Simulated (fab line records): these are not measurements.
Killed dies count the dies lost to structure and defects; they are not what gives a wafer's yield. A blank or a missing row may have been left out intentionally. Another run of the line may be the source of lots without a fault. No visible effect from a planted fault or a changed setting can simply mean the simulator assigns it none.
Matching of chambers / flow nand-harc / NHARC_P_M1_CMP_23 on cmp-02: 4 sister chambers
The step polishes, t overpolish 20 s, target thk 157.82 nm. 4 wafers are shown with their chamber, then 12 later ones without.

WAFERS, EACH WITH ITS CHAMBER
wafer=L087.4; chamber=3; motor-current-A (A)=10.8
wafer=L091.2; chamber=0; motor-current-A (A)=10.4
wafer=L091.3; chamber=2; motor-current-A (A)=13.0
wafer=L091.4; chamber=1; motor-current-A (A)=10.5

WAFERS MISSING THEIR CHAMBER
wafer=L092.3; motor-current-A (A)=10.4
wafer=L092.4; motor-current-A (A)=13.0
wafer=L092.5; motor-current-A (A)=10.7
wafer=L094.1; motor-current-A (A)=9.7
wafer=L094.2; motor-current-A (A)=10.5
wafer=L094.3; motor-current-A (A)=10.6
wafer=L096.3; motor-current-A (A)=10.3
wafer=L096.4; motor-current-A (A)=10.5
wafer=L096.6; motor-current-A (A)=11.3
wafer=L097.3; motor-current-A (A)=10.7
wafer=L097.5; motor-current-A (A)=10.8
wafer=L097.6; motor-current-A (A)=13.0

WHICH CHAMBER EACH WENT THROUGH
wafer=L092.3; from the rows above=can't be placed: 0 or 1 or 3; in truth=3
wafer=L092.4; from the rows above=2; in truth=2
wafer=L092.5; from the rows above=can't be placed: 3 or 1 or 0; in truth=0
wafer=L094.1; from the rows above=can't be placed: 0 or 1 or 3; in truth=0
wafer=L094.2; from the rows above=can't be placed: 1 or 0 or 3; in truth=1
wafer=L094.3; from the rows above=can't be placed: 1 or 0 or 3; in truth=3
wafer=L096.3; from the rows above=can't be placed: 0 or 1 or 3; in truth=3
wafer=L096.4; from the rows above=can't be placed: 1 or 0 or 3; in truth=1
wafer=L096.6; from the rows above=can't be placed: 3 or 1 or 0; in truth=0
wafer=L097.3; from the rows above=can't be placed: 3 or 1 or 0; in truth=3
wafer=L097.5; from the rows above=can't be placed: 3 or 1 or 0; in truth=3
wafer=L097.6; from the rows above=2; in truth=2
Correct placement for 2 of the 12. Can't be placed from these rows: 10 (the true chamber is among the candidates in 10). Wrongly placed: 0.
How it was worked out, from the rows above alone: a wafer's distance from a chamber is the root of the sum, over the readings, of the square of ((its reading less the chamber's mean) divided by the reading's scatter). The wafer belongs to the nearest chamber; if the next one is less than 2 further off, it can't be placed. A chamber's mean is the mean of its shown wafers. The scatter: root of mean squared gap, hidden wafer to nearest shown wafer, with one shown wafer a chamber.
